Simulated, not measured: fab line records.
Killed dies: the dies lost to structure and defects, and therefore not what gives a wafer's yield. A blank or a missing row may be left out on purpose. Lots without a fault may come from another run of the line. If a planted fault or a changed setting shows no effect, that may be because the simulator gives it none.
fab line records -- flow n5_finfet
record lots=6, wafers=18, last_day=17
route steps=1938 shown STI_FIN_REVEAL@186 DUMMY_GATE@212 BEOL_M4@1111 PASSIVATION@1936
lots that met no fault: taken from a fault-free run of the same line
start_h: hours from the record's opening day to when the first of the lot's shown wafers began -- wait_h: hours from the lot's prior step to this one -- " the same as in the row above -- L1.1+2: several wafers, shown together as one row -- - either no value or no given start -- * or withheld: withheld -- < > ~ a bound
route shown NAME@n: a module of which the file shows steps, and the number in the route of the first -- usual: the fault-free wafers' mean and standard deviation -- same: alike in all rows -- chamber/n: place in a boat -- sites: per-site readings -- _std_site: the standard deviation of these -- _edge_site: inner sites' mean taken away from outer sites' mean -- radius_mm: for every site, how far away it sits from the centre of the wafer -- mask NAME#n: copy n -- behind: the tool/chamber that last shaped the wafer -- hold: reason for holding the lot/hours on hold/outcome of the hold -- device: the n, p or np transistor that did not switch -- end of line: the same wafers' tests at the end of the route -- a step given without rows: its recipe and nothing more -- killed: dies lost to structure and defects at the first sort, not the wafer's yield -- map: per-die view of a wafer (x killed, . not killed, _ where there is no die)
set.NAME: setting as actually run; set.NAME@STEP: the setting as run at that earlier step -- model.NAME: the simulator's own value behind a step, which no gauge read
lots seen at some steps along the route; tables by step, rows by wafer
services: a tool's chamber out of use, with start hour (start_h, from the record's first day; less than 0 if before it), hours out, and reason
## steps
# step N5_STI_FIN_REVEAL_DENSIFY_02
# recipe temp_c=650, ambient=steam, time_s=1800, idle_temp_c=400, densification_p_h2o_torr=640
# step N5_STI_FIN_REVEAL_CMP_04
# recipe stop_on=Si3N4, t_overpolish_s=4, down_force_psi=2, platen_rpm=54.18, post_cmp_clean=alkaline_brush, pad_velocity_m_s=1.078, target_thk_nm=131.83
# step N5_STI_FIN_REVEAL_THK_MEAS_05
# usual thk_nm=132.5/1.2
lot.wafer,tool,chamber,start_h,wait_h,thk_nm
L728.3,film_metro-01,-,58.53,-,133.3
L728.4,film_metro-01,-,58.53,-,133.0
L728.6,film_metro-01,-,58.53,-,132.7
L729.1,film_metro-02,-,65.01,-,133.2
L729.3,film_metro-02,-,65.01,-,132.5
L729.5,film_metro-02,-,65.01,-,133.3
L735.4,film_metro-01,-,102.63,-,133.4
L735.5,film_metro-01,-,102.63,-,132.4
L735.6,film_metro-01,-,102.63,-,133.9
L736.3,film_metro-02,-,108.14,-,133.7
L736.5,film_metro-02,-,108.14,-,132.4
L736.6,film_metro-02,-,108.14,-,132.1
L743.1,film_metro-01,-,147.83,-,130.9
L743.3,film_metro-01,-,147.83,-,130.2
L743.4,film_metro-01,-,147.83,-,130.4
L746.3,film_metro-01,-,165.70,-,132.5
L746.4,film_metro-01,-,165.70,-,132.7
L746.6,film_metro-01,-,165.70,-,132.9
# step N5_STI_FIN_REVEAL_DENSIFY_30
# recipe temp_c=*, time_s=*, ambient=N2, idle_temp_c=600, ramp_up_c_per_s=150, ramp_down_c_per_s=60, cool_to_c=600
# usual lamp_power_pct=11.53/0.047, wafer_temp_C_max=*
lot.wafer,tool,chamber,start_h,wait_h,lamp_power_pct,wafer_temp_C_max
L728.3,rtp_anneal-01,0,58.62,0.1,11.45,*
L728.4,rtp_anneal-01,0,58.62,0.1,11.56,*
L728.6,rtp_anneal-01,0,58.62,0.1,11.61,*
L729.1,rtp_anneal-02,0,65.95,0.9,11.51,*
L729.3,rtp_anneal-02,0,65.95,0.9,11.53,*
L729.5,rtp_anneal-02,0,65.95,0.9,11.44,*
L735.4,rtp_anneal-02,0,102.79,0.2,11.53,*
L735.5,rtp_anneal-02,0,102.79,0.2,11.55,*
L735.6,rtp_anneal-02,0,102.79,0.2,11.56,*
L736.3,rtp_anneal-02,0,108.22,0.1,11.55,*
L736.5,rtp_anneal-02,0,108.22,0.1,11.51,*
L736.6,rtp_anneal-02,0,108.22,0.1,11.59,*
L743.1,rtp_anneal-02,0,147.85,0.0,11.52,*
L743.3,rtp_anneal-02,0,147.85,0.0,11.53,*
L743.4,rtp_anneal-02,0,147.85,0.0,11.63,*
L746.3,rtp_anneal-01,0,165.79,0.1,11.52,*
L746.4,rtp_anneal-01,0,165.79,0.1,11.50,*
L746.6,rtp_anneal-01,0,165.79,0.1,11.55,*
# step N5_STI_FIN_REVEAL_ETCHBACK_08
# recipe chemistry=C4F6/O2, target=SiO2, target_depth_a=305, time_s=10.167, ion_energy_ev=250, pressure_mtorr=30, source_w=345, bias_w=185, Ar_flow_sccm=300, C4F6_flow_sccm=10, O2_flow_sccm=10
# usual C4F6_flow_sccm=10.00/0.031, chamber_pressure_mTorr=30.000/0.025, drypump_motor_current_A=5.7/0.39, oes_product_au=0.77/0.08, rf_vpp_V=668/14, showerhead_plenum_p_Torr=2.83/0.075, throttle_valve_pct=21.18/0.2
lot.wafer,tool,chamber,start_h,wait_h,C4F6_flow_sccm,chamber_pressure_mTorr,drypump_motor_current_A,oes_product_au,rf_hours_counter_h,rf_vpp_V,showerhead_plenum_p_Torr,throttle_valve_pct
L728.3,rie_diel-03,3,58.77,0.1,9.97,29.983,5.6,0.67,249,673,2.80,21.35
L728.4,rie_diel-03,0,58.77,0.1,10.02,29.999,6.1,0.87,56,663,2.79,21.18
L728.6,rie_diel-03,0,58.77,0.1,10.03,30.024,6.1,0.87,-,663,2.79,21.18
L729.1,rie_diel-05,2,66.16,0.2,10.00,30.060,5.7,0.78,148,687,2.98,20.86
L729.3,rie_diel-05,0,66.16,0.2,10.01,29.978,5.7,0.75,153,643,2.84,21.16
L729.5,rie_diel-05,0,66.16,0.2,9.98,29.941,5.7,0.75,-,644,2.84,21.14
L735.4,rie_diel-05,2,102.95,0.1,10.07,29.998,5.7,0.76,162,686,2.98,20.88
L735.5,rie_diel-05,2,102.95,0.1,10.05,29.960,5.7,0.77,-,686,2.98,20.88
L735.6,rie_diel-05,1,102.95,0.1,9.98,30.013,5.2,0.75,-,666,2.84,21.17
L736.3,rie_diel-03,1,108.38,0.1,10.00,29.966,5.3,0.67,245,689,2.91,21.48
L736.5,rie_diel-03,3,108.38,0.1,10.00,30.034,5.6,0.95,-,670,2.80,21.05
L736.6,rie_diel-03,2,108.38,0.1,9.98,30.020,6.1,0.77,-,665,2.74,21.15
L743.1,rie_diel-03,3,148.07,0.2,10.04,29.977,5.6,0.91,29,671,2.79,21.08
L743.3,rie_diel-03,2,148.07,0.2,10.03,30.033,6.2,0.75,158,663,2.73,21.17
L743.4,rie_diel-03,0,148.07,0.2,10.03,29.978,6.1,0.83,-,663,2.77,21.25
L746.3,rie_diel-03,3,165.94,0.1,10.01,29.997,5.6,0.90,36,671,2.79,21.09
L746.4,rie_diel-03,1,165.94,0.1,9.93,29.964,5.3,1.00,3,687,2.91,21.15
L746.6,rie_diel-03,3,165.94,0.1,10.02,30.006,5.6,0.89,-,671,2.79,21.07
# step N5_STI_FIN_REVEAL_STRIP_24
# recipe chemistry=N2/H2, time_s=90, power_w=100, temp_c=40, pressure_mtorr=100, rf_frequency_hz=6e+07, bias_power_w=3, n2_flow_sccm=300, h2_flow_sccm=300
# step N5_STI_FIN_REVEAL_PRECLEAN_25
# recipe chemistry=SPM, time_s=90, temp_c=120, mix=4:1
# step N5_STI_FIN_REVEAL_PRECLEAN_26
# recipe chemistry=SC1, time_s=45, temp_c=46, mix=1:2:100
# step N5_STI_FIN_REVEAL_PRECLEAN_29
# recipe chemistry=DHF, time_s=30, temp_c=25, dilution=300:1
# step N5_STI_FIN_REVEAL_SRD_12
# recipe time_s=30, temp_c=23, rinse_liquid=diw, dry=ipa_marangoni
# step N5_STI_FIN_REVEAL_RECESS_09
# recipe chemistry=HF/NH3, target=SiO2, afs_cycles=11, target_depth_a=425, temp_c=30, sublimation_temp_c=180, sublimation_time_s=60
# usual drypump_motor_current_A=5.6/0.41
lot.wafer,tool,chamber,start_h,wait_h,drypump_motor_current_A
L728.3,vapor_etch-02,0,59.55,0.6,5.1
L728.4,vapor_etch-02,1,59.55,0.6,5.3
L728.6,vapor_etch-02,0,59.55,0.6,5.2
L729.1,vapor_etch-01,1,66.41,0.0,6.2
L729.3,vapor_etch-01,1,66.41,0.0,6.2
L729.5,vapor_etch-01,0,66.41,0.0,5.8
L735.4,vapor_etch-02,0,103.73,0.6,5.2
L735.5,vapor_etch-02,0,103.73,0.6,5.2
L735.6,vapor_etch-02,1,103.73,0.6,5.3
L736.3,vapor_etch-01,0,109.16,0.6,5.9
L736.5,vapor_etch-01,0,109.16,0.6,5.9
L736.6,vapor_etch-01,1,109.16,0.6,6.3
L743.1,vapor_etch-02,0,148.32,0.0,5.2
L743.3,vapor_etch-02,1,148.32,0.0,5.4
L743.4,vapor_etch-02,0,148.32,0.0,5.2
L746.3,vapor_etch-02,0,166.73,0.6,5.2
L746.4,vapor_etch-02,1,166.73,0.6,5.3
L746.6,vapor_etch-02,0,166.73,0.6,5.1
# step N5_STI_FIN_REVEAL_STRIP_16
# recipe chemistry=H3PO4, material=SiNx, temp_c=165, target_depth_a=238, overetch_fraction=0.4964, dry=ipa_marangoni
# step N5_STI_FIN_REVEAL_PRECLEAN_17
# recipe chemistry=NF3:NH3, afs_cycles=1, temp_c=30, time_s=20, sublimation_temp_c=180, sublimation_time_s=60, pressure_torr=3, rf_power_w=30
# usual rf_power_w=30.00/0.097
lot.wafer,tool,chamber,start_h,wait_h,rf_power_w
L728.3,remote_plasma-01,0,60.97,0.1,30.09
L728.4,remote_plasma-01,0,60.97,0.1,29.93
L728.6,remote_plasma-01,0,60.97,0.1,29.97
L729.1,remote_plasma-02,1,68.30,0.0,30.01
L729.3,remote_plasma-02,1,68.30,0.0,30.08
L729.5,remote_plasma-02,1,68.30,0.0,30.06
L735.4,remote_plasma-02,0,105.18,0.1,29.93
L735.5,remote_plasma-02,0,105.18,0.1,29.85
L735.6,remote_plasma-02,0,105.18,0.1,29.98
L736.3,remote_plasma-02,0,110.58,0.1,29.96
L736.5,remote_plasma-02,0,110.58,0.1,29.81
L736.6,remote_plasma-02,0,110.58,0.1,29.98
L743.1,remote_plasma-01,0,150.21,0.0,29.96
L743.3,remote_plasma-01,0,150.21,0.0,29.80
L743.4,remote_plasma-01,0,150.21,0.0,30.04
L746.3,remote_plasma-01,0,168.15,0.1,29.99
L746.4,remote_plasma-01,0,168.15,0.1,29.96
L746.6,remote_plasma-01,0,168.15,0.1,29.83
# step N5_STI_FIN_REVEAL_ETCH_34
# recipe chemistry=H2, mode=isotropic, material=Si, target=Si, target_depth_a=9.7, temp_c=20, pressure_mtorr=4.5, icp_w=300, bias_w=0, h2_flow_sccm=7.5, he_flow_sccm=142.5
# step N5_STI_FIN_REVEAL_OXIDATION_31
# recipe chemistry=O2_PLASMA_REMOTE, temp_c=150, time_s=20, pressure_mtorr=1000, source_power_w=2000, o2_flow_sccm=3000
# usual chamber_pressure_mTorr=999.9/0.93, drypump_motor_current_A=5.40/0.16, heater_power_w=147/16
lot.wafer,tool,chamber,start_h,wait_h,chamber_pressure_mTorr,drypump_motor_current_A,heater_power_w,rf_hours_counter_h
L728.3,plasma_asher-02,1,61.19,0.1,999.4,5.31,128,-
L728.4,plasma_asher-02,0,61.19,0.1,999.9,5.52,164,-
L728.6,plasma_asher-02,0,61.19,0.1,1000.5,5.52,162,-
L729.1,plasma_asher-02,0,68.56,0.0,998.0,5.52,159,85
L729.3,plasma_asher-02,1,68.56,0.0,1000.1,5.31,127,-
L729.5,plasma_asher-02,1,68.56,0.0,1001.0,5.30,125,-
L735.4,plasma_asher-02,1,105.37,0.1,1000.0,5.29,131,-
L735.5,plasma_asher-02,0,105.37,0.1,999.1,5.54,160,-
L735.6,plasma_asher-02,1,105.37,0.1,999.4,5.31,126,-
L736.3,plasma_asher-02,0,110.80,0.1,1000.3,5.53,160,-
L736.5,plasma_asher-02,1,110.80,0.1,1000.6,5.32,127,-
L736.6,plasma_asher-02,0,110.80,0.1,999.1,5.52,163,-
L743.1,plasma_asher-01,1,150.47,0.0,1000.4,5.58,161,52
L743.3,plasma_asher-01,1,150.47,0.0,1000.2,5.59,163,-
L743.4,plasma_asher-01,0,150.47,0.0,999.9,5.16,144,-
L746.3,plasma_asher-01,1,168.38,0.1,1000.2,5.54,166,-
L746.4,plasma_asher-01,0,168.38,0.1,1000.7,5.19,139,-
L746.6,plasma_asher-01,0,168.38,0.1,999.8,5.18,141,-
# step N5_STI_FIN_REVEAL_PRECLEAN_32
# recipe chemistry=NF3:NH3, afs_cycles=1, temp_c=30, time_s=20, sublimation_temp_c=180, sublimation_time_s=60, pressure_torr=3, rf_power_w=30
# step N5_STI_FIN_REVEAL_STRIP_35
# recipe chemistry=H3PO4, material=Si3N4, temp_c=165, target_depth_a=40, time_s=39
# step N5_STI_FIN_REVEAL_SRD_21
# recipe dry=ipa_marangoni, time_s=30, temp_c=23, rinse_liquid=diw
# step N5_STI_FIN_REVEAL_OXIDATION_33
# recipe chemistry=O2_PLASMA_REMOTE, temp_c=150, time_s=20, pressure_mtorr=1000, source_power_w=2000, o2_flow_sccm=3000
# usual chamber_pressure_mTorr=999.9/0.85, drypump_motor_current_A=5.40/0.16, heater_power_w=148/15
lot.wafer,tool,chamber,start_h,wait_h,chamber_pressure_mTorr,drypump_motor_current_A,heater_power_w,rf_hours_counter_h
L728.3,plasma_asher-01,1,61.54,0.0,1001.2,5.57,166,-
L728.4,plasma_asher-01,0,61.54,0.0,999.1,5.18,144,-
L728.6,plasma_asher-01,1,61.54,0.0,1000.0,5.58,161,-
L729.1,plasma_asher-02,1,68.92,0.0,1000.1,5.32,129,85
L729.3,plasma_asher-02,0,68.92,0.0,1001.2,5.52,160,-
L729.5,plasma_asher-02,0,68.92,0.0,1000.2,5.51,162,-
L735.4,plasma_asher-01,1,105.73,0.0,1001.6,5.59,160,-
L735.5,plasma_asher-01,1,105.73,0.0,999.5,5.57,161,-
L735.6,plasma_asher-01,0,105.73,0.0,999.8,5.19,142,-
L736.3,plasma_asher-02,0,111.15,0.0,999.5,5.51,164,-
L736.5,plasma_asher-02,0,111.15,0.0,999.2,5.51,163,-
L736.6,plasma_asher-02,1,111.15,0.0,999.3,5.30,129,-
L743.1,plasma_asher-01,0,150.82,0.0,1000.7,5.19,137,52
L743.3,plasma_asher-01,1,150.82,0.0,1000.8,5.57,163,-
L743.4,plasma_asher-01,0,150.82,0.0,1000.6,5.19,138,-
L746.3,plasma_asher-02,1,168.74,0.0,999.5,5.30,127,-
L746.4,plasma_asher-02,0,168.74,0.0,1001.7,5.52,160,-
L746.6,plasma_asher-02,1,168.74,0.0,1000.2,5.27,128,-
# step N5_STI_FIN_REVEAL_CLEAN_19
# recipe chemistry=O3/DIW, temp_c=25, time_s=120, o3_ppm=10
# step N5_STI_FIN_REVEAL_SRD_23
# recipe dry=ipa_marangoni, time_s=30, temp_c=23, rinse_liquid=diw
# step N5_STI_FIN_REVEAL_CD_MEAS_22
# recipe target_cd_nm=6.238, pitch_nm=28, polarity=line
# usual cd_nm=6.18/0.25
lot.wafer,tool,chamber,start_h,wait_h,cd_nm
L728.3,cd_sem-03,-,61.69,0.0,5.91
L728.4,cd_sem-03,-,61.69,0.0,5.94
L728.6,cd_sem-03,-,61.69,0.0,6.36
L729.1,cd_sem-03,-,69.08,0.0,5.67
L729.3,cd_sem-03,-,69.08,0.0,6.28
L729.5,cd_sem-03,-,69.08,0.0,5.80
L735.4,cd_sem-01,-,105.87,0.0,6.44
L735.5,cd_sem-01,-,105.87,0.0,6.44
L735.6,cd_sem-01,-,105.87,0.0,6.13
L736.3,cd_sem-03,-,111.30,0.0,6.28
L736.5,cd_sem-03,-,111.30,0.0,5.99
L736.6,cd_sem-03,-,111.30,0.0,6.17
L743.1,cd_sem-01,-,150.99,0.0,5.90
L743.3,cd_sem-01,-,150.99,0.0,5.75
L743.4,cd_sem-01,-,150.99,0.0,6.42
L746.3,cd_sem-01,-,168.88,0.0,6.45
L746.4,cd_sem-01,-,168.88,0.0,6.31
L746.6,cd_sem-01,-,168.88,0.0,6.36
# step N5_STI_FIN_REVEAL_FIN_H_MEAS_10
# usual trench_depth_nm=52.1/0.79
lot.wafer,tool,chamber,start_h,wait_h,trench_depth_nm
L728.3,ocd-02,-,61.72,0.0,49.8
L728.4,ocd-02,-,61.72,0.0,52.6
L728.6,ocd-02,-,61.72,0.0,52.1
L729.1,ocd-01,-,69.11,0.0,52.4
L729.3,ocd-01,-,69.11,0.0,52.2
L729.5,ocd-01,-,69.11,0.0,51.8
L735.4,ocd-01,-,105.90,0.0,51.9
L735.5,ocd-01,-,105.90,0.0,53.5
L735.6,ocd-01,-,105.90,0.0,52.3
L736.3,ocd-01,-,111.33,0.0,52.8
L736.5,ocd-01,-,111.33,0.0,52.9
L736.6,ocd-01,-,111.33,0.0,52.8
L743.1,ocd-02,-,151.02,0.0,52.6
L743.3,ocd-02,-,151.02,0.0,52.7
L743.4,ocd-02,-,151.02,0.0,52.7
L746.3,ocd-01,-,168.91,0.0,52.2
L746.4,ocd-01,-,168.91,0.0,52.7
L746.6,ocd-01,-,168.91,0.0,52.1
# step N5_STI_FIN_REVEAL_PRECLEAN_18
# recipe chemistry=SC2, time_s=45, temp_c=35, mix=1:1:50
# step N5_STI_FIN_REVEAL_SRD_28
# recipe dry=ipa_marangoni, time_s=30, temp_c=23, rinse_liquid=diw
# step N5_STI_FIN_REVEAL_INSPECT_13
# recipe inspect_instrument=darkfield, mode=post_clean
# usual raw_defect_count=13/5.3
lot.wafer,tool,chamber,start_h,wait_h,raw_defect_count
L728.3,defect_inspect-01,-,61.83,0.0,7
L728.4,defect_inspect-01,-,61.83,0.0,11
L728.6,defect_inspect-01,-,61.83,0.0,8
L729.1,defect_inspect-01,-,69.20,0.0,11
L729.3,defect_inspect-01,-,69.20,0.0,7
L729.5,defect_inspect-01,-,69.20,0.0,16
L735.4,defect_inspect-01,-,105.99,0.0,771
L735.5,defect_inspect-01,-,105.99,0.0,786
L735.6,defect_inspect-01,-,105.99,0.0,745
L736.3,defect_inspect-01,-,111.42,0.0,737
L736.5,defect_inspect-01,-,111.42,0.0,742
L736.6,defect_inspect-01,-,111.42,0.0,735
L743.1,defect_inspect-02,-,151.11,0.0,16
L743.3,defect_inspect-02,-,151.11,0.0,13
L743.4,defect_inspect-02,-,151.11,0.0,6
L746.3,defect_inspect-01,-,169.00,0.0,16
L746.4,defect_inspect-01,-,169.00,0.0,16
L746.6,defect_inspect-01,-,169.00,0.0,13
# step N5_DUMMY_GATE_PRECLEAN_00
# recipe chemistry=O3/DIW, time_s=60, temp_c=22, o3_ppm=10
# step N5_BEOL_M4_RC_MEAS_101
# usual DIBL_N=35.8/1.8, DIBL_P=35.6/2, IOFF_N=0.148/0.028, IOFF_P=0.20/0.034, ION_N=672/12, ION_P=462/8.5, SS_N=71.2/0.65, SS_P=73.1/0.67, VT_N=251/3.3, VT_P=-251/3.8
lot.wafer,tool,chamber,start_h,wait_h,DIBL_N[mV/V],DIBL_P[mV/V],IOFF_N[nA/um],IOFF_P[nA/um],ION_N[uA/um],ION_P[uA/um],SS_N[mV/dec],SS_P[mV/dec],VT_N[mV],VT_P[mV]
L729.1,prober-01,0,196.42,0.0,36.1,34.7,0.136,0.18,678,461,71.2,73.2,251,-253
L729.3,prober-01,0,196.42,0.0,34.8,33.6,0.117,0.16,663,454,70.6,72.5,252,-255
L729.5,prober-01,0,196.42,0.0,36.1,35.3,0.133,0.18,664,457,71.0,73.3,257,-252
L728.3,prober-01,0,199.54,0.3,35.2,36.5,0.132,0.17,638,442,71.7,72.6,254,-257
L728.4,prober-01,0,199.54,0.3,31.6,32.8,0.093,0.13,660,455,70.1,71.9,256,-259
L728.6,prober-01,0,199.54,0.3,34.8,36.1,0.130,0.17,670,458,70.1,72.0,254,-256
L735.4,prober-01,0,232.01,0.5,34.7,35.5,0.142,0.19,678,463,71.1,72.4,249,-250
L735.5,prober-01,0,232.01,0.5,32.9,33.3,0.118,0.16,671,463,70.8,72.7,250,-251
L735.6,prober-01,0,232.01,0.5,35.9,36.8,0.151,0.20,670,461,70.8,72.7,249,-252
L736.3,prober-01,0,242.45,0.3,35.0,36.5,0.149,0.22,667,466,71.0,73.6,250,-251
L736.5,prober-01,0,242.45,0.3,35.1,36.5,0.157,0.22,676,465,71.2,73.3,248,-248
L736.6,prober-01,0,242.45,0.3,35.4,36.0,0.158,0.21,665,458,71.1,73.4,248,-250
L743.1,prober-02,0,273.76,0.0,34.3,33.8,0.113,0.16,658,452,70.9,72.3,258,-257
L743.3,prober-02,0,273.76,0.0,33.6,33.0,0.107,0.14,659,453,70.2,71.4,256,-256
L743.4,prober-02,0,273.76,0.0,38.4,39.4,0.190,0.24,689,467,71.5,73.6,249,-251
L746.3,prober-02,0,307.18,0.3,34.2,33.6,0.128,0.18,679,463,70.3,72.2,254,-252
L746.4,prober-02,0,307.18,0.3,34.9,33.6,0.130,0.17,678,462,71.0,72.6,253,-252
L746.6,prober-02,0,307.18,0.3,36.6,35.9,0.153,0.21,687,471,71.3,73.1,250,-248
# step N5_PASSIVATION_PROBE_49
# usual defect_limited_yield=91.3/1.5, killed_at_M0_to_M3=34/11, killed_at_M4_up=14/6.1, killed_at_contacts=12/5.9, killed_at_front_end=39/11, killed_at_other=4/3.3, killed_dies=102/18, killed_open=67/13, killed_short=33/7.9, sort_bin_5_function=5.1/1, sort_bin_6_memory=3.3/0.7, sort_bin_8_speed=0.1/0.69, sort_n_pass=1077/19, sort_yield_pct=91.3/1.6
# same gross_dies=1180, killed_at_back_side=0, sort_bin_4_leakage[%]=0
lot.wafer,tool,chamber,start_h,wait_h,defect_limited_yield[%],killed_at_M0_to_M3,killed_at_M4_up,killed_at_contacts,killed_at_front_end,killed_at_other,killed_dies,killed_open,killed_short,sort_bin_5_function[%],sort_bin_6_memory[%],sort_bin_8_speed[%],sort_n_pass,sort_yield_pct[%]
L735.4,prober-01,-,328.22,0.2,82.1,38,10,7,149,7,211,44,31,11.7,3.3,0,969,82.1
L735.5,prober-01,-,328.27,0.2,79.6,41,14,16,162,8,241,71,36,12.6,4.2,0,939,79.6
L735.6,prober-01,-,328.32,0.3,80.4,37,9,11,166,8,231,63,35,12.5,4.5,0,949,80.4
L736.3,prober-02,-,343.12,0.1,81.9,34,7,4,169,0,214,39,23,10.9,4.3,0,966,81.9
L736.5,prober-02,-,343.22,0.2,79.3,40,17,15,172,0,244,75,29,13.1,4.1,0,936,79.3
L736.6,prober-02,-,343.27,0.3,79.1,53,7,24,163,0,247,68,41,14.3,3.6,0,933,79.1
# killed by level:class
L735.4 STI_FIN_REVEAL:unspecified=135 BEOL_M0_SAQP:geometric_particle:short=8 BEOL_M0_SAQP:geometric_particle:open=7 BEOL_M1:geometric_particle:open=7 BEOL_M4:geometric_particle:open=6 MOL_CONTACT_COAG:geometric_particle:open=5 BEOL_M3:geometric_particle:open=4 BEOL_M1:geometric_particle:short=3
L735.5 STI_FIN_REVEAL:unspecified=132 MOL_CONTACT_COAG:geometric_particle:open=15 BEOL_M0_SAQP:geometric_particle:short=9 FIN_SAQP:geometric_particle:open=8 STI_FIN_REVEAL:geometric_particle:open=8 BEOL_M4:geometric_particle:open=8 GATE_CUT:geometric_particle:short=7 BEOL_M3:geometric_particle:open=6
L735.6 STI_FIN_REVEAL:unspecified=133 BEOL_M0_SAQP:geometric_particle:short=8 BEOL_M1:geometric_particle:open=8 STI_FIN_REVEAL:geometric_particle:open=7 MOL_CONTACT_COAG:geometric_particle:open=7 GATE_CUT:geometric_particle:short=6 BEOL_M0_SAQP:geometric_particle:open=5 BEOL_M2:geometric_particle:open=5
L736.3 STI_FIN_REVEAL:unspecified=145 BEOL_M0_SAQP:geometric_particle:short=8 BEOL_M0_SAQP:geometric_particle:open=8 BEOL_M2:geometric_particle:open=5 STI_FIN_REVEAL:geometric_particle:open=4 STARTING-WAFER:geometric_particle:open=4 HKMG_FIN:area_etch=4 FIN_SAQP:geometric_particle:open=3
L736.5 STI_FIN_REVEAL:unspecified=134 MOL_CONTACT_COAG:geometric_particle:open=13 BEOL_M4:geometric_particle:open=11 BEOL_M2:geometric_particle:open=8 BEOL_M0_SAQP:geometric_particle:open=7 BEOL_M3:geometric_particle:open=7 BEOL_M1:geometric_particle:open=6 FIN_SAQP:geometric_particle:open=5
L736.6 STI_FIN_REVEAL:unspecified=134 MOL_CONTACT_COAG:geometric_particle:open=20 BEOL_M1:geometric_particle:open=9 BEOL_M0_SAQP:geometric_particle:short=7 BEOL_M2:geometric_particle:short=7 BEOL_M0_SAQP:geometric_particle:open=6 BEOL_M2:geometric_particle:open=6 BEOL_M3:geometric_particle:short=6
# map L735.5 (x killed, . not)
_________________...x........________________
______________......x..........._____________
___________....x.........x.........__________
__________.x.................x......_________
________................x...x.x......._______
_______................xxxx.xxxx.......______
______...............xxxxxxxxxxxxx.....x_____
_____..xxx...........xxxxxxxxxxx...x.....____
____...................xxxxxxxxxxxx...x...___
___...x............xxxxxxxxxxxxxx.x........__
___.............x....xxxxxxxxxxxxxx.x..x...__
__.............x.....xxxxxxxxxxxxxx.x.....x._
__..x.xxx..........xxxxxxxxxxxxxxxx......x.._
_x.............x.x.x..xxxxxxxxxxxx..........x
_......x..............x.xxxxxxx........x.....
_...x.........x....x..xx.xxxxxxxx..x.......x.
_...................x..............x......x..
_....x..........x.xx.x.x.x...........x.x.....
_...........x......x..x.....x................
_....................x.x..........x.....x..x.
_x...........................x...x.x......x..
__x........................................x_
__.............x............................_
___....x.........x....x.......x............__
___x.x....................x..x.....x.......__
____..xx...............xx...x.............___
_____.....x......x...............x..x.x..____
______....................x..x........x._____
_______..x......x.....x....x...x.......______
________.....x.x......x....x........x._______
__________x....................x...._________
___________..........x.x..x..x.....__________
______________....xx............_____________
_________________............________________
# map L736.6 (x killed, . not)
_________________x...........________________
______________.....x.x.........._____________
___________........................__________
__________....................xx...._________
________........x....x..xx.x.........._______
_______...............x.x..xxx.xx......______
______.........x.......xxxxxxx.x.xx....._____
_____.....x..........xxxxxxxxxx.xx.......____
____x.......x...x....xxxxxxxxxxxxxx.......___
___.............xx..x.xxxxxxxxxxxxxx....xxx__
___...x..x.......xx.xxxxxxxxxxxxxxx..x.....__
__.............x..x.xxxxxxxxxxxxxxxx......x._
__....x............xx.xxxxxxxxxxxxx........._
_.....x.............x.xxxxxxxxxxxx...........
_..................xx.x.xxxxxxxxxx.........x.
_.....x.................x..xx..xx......x...x.
_.x........x.....x.xx...xx.x.x.x.x......x.x..
_x.....x................xx..............x....
_..........x.x...........................x...
_.......x....................xx..x.......x...
_...........x........x.....x.....x.....xx..x.
__......x.....x......xx....x....x.......x..._
__..................x....................x.._
___.....x.....xxx....x..............x......__
___...............x.x....xx...x............__
____.x..............x.....x.x..x....x.x...___
_____.........xx..............x.......x..____
______.............x......x...x........._____
_______........x...........x..x........______
________.x.........................x.._______
__________.........................._________
___________..........x...x.....x..x__________
______________...........x......_____________
_________________.........x..________________
## services
tool,chamber,start_h,hours,kind
rie_diel-05,2,35.44,5.7,repair
plasma_asher-02,-,38.73,1.3,repair
rie_diel-05,1,45.20,32.4,repair
rie_diel-05,0,48.06,9.0,repair
rie_diel-03,3,60.97,-,clean
rie_diel-03,3,60.97,-,consumable_replace:focus_ring
rie_diel-03,3,60.97,14.1,scheduled_down
rie_diel-03,3,60.97,14.1,vent_cycle
rtp_anneal-02,-,61.30,4.6,pm
plasma_asher-02,-,85.76,3.6,repair
rtp_anneal-02,-,106.03,1.2,pm
rie_diel-03,1,121.14,-,clean
rie_diel-03,1,121.14,-,consumable_replace:focus_ring
rie_diel-03,1,121.14,33.9,scheduled_down
rie_diel-03,1,121.14,33.9,vent_cycle
rie_diel-05,3,128.67,-,clean
rie_diel-05,3,128.67,-,consumable_replace:focus_ring
rie_diel-05,3,128.67,11.6,scheduled_down
rie_diel-05,3,128.67,11.6,vent_cycle
vapor_etch-01,1,137.75,11.0,repair
## key
first_sign step=N5_STI_FIN_REVEAL_INSPECT_13, reading=raw_defect_count, direction=up, sigmas=99+, usual=13, struck=753
effect step=N5_PASSIVATION_PROBE_49, reading=killed_at_front_end, direction=up, sigmas=12, usual=39, struck=164
more_kills_born_at N5_STI_FIN_REVEAL_PRECLEAN_17@remote_plasma-02=813
met_at N5_STI_FIN_REVEAL_PRECLEAN_17
struck_wafers L735.4,L735.5,L735.6,L736.3,L736.5,L736.6
onset_between 68.30 105.18
also_fits N5_STI_FIN_REVEAL_OXIDATION_31:plasma_asher-02
fault kind=chamber_particle_source, tool=remote_plasma-02, chamber=-, onset_h=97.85, steps=N5_STI_FIN_REVEAL_PRECLEAN_17, rate_per_visit_cm2=1.1626, end_h=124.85
